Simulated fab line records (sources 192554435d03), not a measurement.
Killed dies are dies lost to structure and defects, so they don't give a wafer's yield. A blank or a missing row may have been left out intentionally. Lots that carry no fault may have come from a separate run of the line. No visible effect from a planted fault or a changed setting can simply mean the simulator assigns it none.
Struck lot and sound lot, side by side || flow n5-finfet || 37 out of 1938 route steps
Sound: these wafers, L429.2, L429.3, L429.5. Struck: wafers L440.3, L440.5 (left out: L440.1, a lot-mate that was not struck); the cause follows at the end.
For every step that has rows: the tool of each side, followed by ch and its chambers, followed by its first start. Under that, the readings that differ: sound wafers || struck wafers || difference of the means || sigmas: that difference in standard deviations of wafers without a fault.
alike: words and numbers the same on both sides, and readings whose means are apart by under 2 such deviations; not compared: readings that were withheld, readings missing a value for some wafer, numbers with overlapping values and no deviation given by the record, and bounds like >300 which may hide the same value.
A row with sigmas, a row that says differs or no value, or rows on one side alone: a step with any of these is where the two part. Numbers that don't overlap but have no deviation are shown without sigmas and don't part them. Lack of a reading on every wafer of one side parts them only where that side has two or more wafers.

first, 11 steps without rows for these wafers: N5_PMOS_HMC_CHANNEL_EPI_PRECLEAN_36 (cleans in O3/DIW, time 45 s); N5_PMOS_HMC_CHANNEL_EPI_PRECLEAN_18 (cleans in DHF, time 30 s); N5_PMOS_HMC_CHANNEL_EPI_SRD_19 (time 30 s); N5_PMOS_HMC_CHANNEL_EPI_EPI_20 (deposits SiGe30, target thk 59 nm); N5_PMOS_HMC_CHANNEL_EPI_HM_STRIP_35 (strips SiO2 in dHF, material SiO2, target depth 39.6 nm, time 216 s); N5_PMOS_HMC_CHANNEL_EPI_SRD_39 (time 30 s); N5_PMOS_HMC_CHANNEL_EPI_CMP_21 (polishes SiGe30, target thk 54 nm); N5_PMOS_HMC_CHANNEL_EPI_PRECLEAN_40 (cleans in DHF, time 30 s); N5_PMOS_HMC_CHANNEL_EPI_PRECLEAN_37 (cleans in O3/DIW, time 45 s); N5_PMOS_HMC_CHANNEL_EPI_PRECLEAN_24 (cleans in DHF, time 30 s); N5_PMOS_HMC_CHANNEL_EPI_SRD_25 (time 30 s).
N5_PMOS_HMC_CHANNEL_EPI_EPI_26: deposits Si from SiH4/H2, target thk 3.8 nm, time 22.7 s.
  sound on epi-rpcvd-03 ch 0, day 1 19:38; struck on epi-rpcvd-03 ch 0, day 4 14:19
{"reading": "model.Si_of_PMOS_HMC_CHANNEL_EPI_EPI_26.thk-nm (nm)", "sound": "3.772 3.75 3.787", "struck": "1.642 1.601", "difference": -2.148, "sigmas": ""}
  alike: throttle-valve-pct
then, 22 steps without rows for these wafers: N5_FIN_SAQP_PRECLEAN_42 (cleans in O3/DIW, time 60 s); N5_FIN_SAQP_PRECLEAN_00 (cleans in SC1, time 60 s); N5_FIN_SAQP_PRECLEAN_44 (cleans in SC2, time 45 s); N5_FIN_SAQP_SRD_01 (time 30 s); N5_FIN_SAQP_ALD_61 (deposits SiO2, target thk 4 nm, pulse time 1 s, purge time 2 s); N5_FIN_SAQP_DENSIFY_62 (time 60 s); N5_FIN_SAQP_HM_DEP_03 (deposits SiNx from SiH4/NH3/N2, target thk 38 nm, time 33.6 s); N5_FIN_SAQP_PECVD_47 (deposits a-Si from SiH4/He, target thk 45 nm, time 36.3 s); N5_FIN_SAQP_PECVD_48 (deposits SiNx from SiH4/NH3/N2, target thk 25 nm, time 22.1 s); N5_FIN_SAQP_PECVD_06 (deposits a-Si from SiH4/He, target thk 60 nm, time 48.1 s); N5_FIN_SAQP_HM_DEP_72 (deposits SiO2 from SiH4/N2O, target thk 12 nm, time 7.2 s); N5_FIN_SAQP_COAT_49 (time 60 s, resist thk 100 nm); N5_FIN_SAQP_COAT_50 (time 60 s, resist thk 35 nm); N5_FIN_SAQP_COAT_10 (resist thk 90 nm); N5_FIN_SAQP_EBR_12; N5_FIN_SAQP_SOFTBAKE_11 (time 60 s); N5_FIN_SAQP_EXPOSE_13 (exposes mask FIN CORE, target cd 35.6 nm); N5_FIN_SAQP_PEB_14 (peb time 60 s); N5_FIN_SAQP_DEVELOP_15 (develop time 30 s); N5_FIN_SAQP_DESCUM_21 (chemistry O2, time 7.9 s); N5_FIN_SAQP_ETCH_51 (etches SiARC in CF4, target depth 45.5 nm, time 75.8 s); N5_FIN_SAQP_ETCH_52 (etches SOC in N2/H2, target depth 100 nm, overetch 20 nm, time 150 s).
N5_STI_FIN_REVEAL_CLEAN_19: cleans in O3/DIW, time 120 s.
  sound on wet-bench-06 ch 2,3,6, day 2 14:52; struck on wet-bench-01 ch 0,5, day 5 06:43
{"reading": "model.Si_of_PMOS_HMC_CHANNEL_EPI_EPI_26.thk-nm (nm)", "sound": "2.4 2.4 2.4", "struck": "0.2 0.2", "difference": -2.2, "sigmas": ""}
-- record jumps: 5 days separate the struck wafers' starts on either side; left off in module STI_FIN_REVEAL, taken up again in module BEOL_M4, whose first shown step is the route's number 1111 --
N5_BEOL_M4_RC_MEAS_101:
  sound on prober-01 ch 0, day 7 22:24; struck on prober-02 ch 0, day 10 17:20
  alike: DIBL_N, DIBL_P, IOFF_N, IOFF_P, ION_N, ION_P, SS_N, SS_P, VT_N, VT_P
-- record jumps: 5 days separate the struck wafers' starts on either side; left off in module BEOL_M4, taken up again in module PASSIVATION, whose first shown step is the route's number 1936 --
N5_PASSIVATION_PROBE_49:
  record: rows for the struck wafers here (prober-01, day 15 11:24), none for the sound ones

WHERE THEY PART
At N5_PASSIVATION_PROBE_49 and nowhere else, as far as this record goes.

WHY: what the simulator had put in
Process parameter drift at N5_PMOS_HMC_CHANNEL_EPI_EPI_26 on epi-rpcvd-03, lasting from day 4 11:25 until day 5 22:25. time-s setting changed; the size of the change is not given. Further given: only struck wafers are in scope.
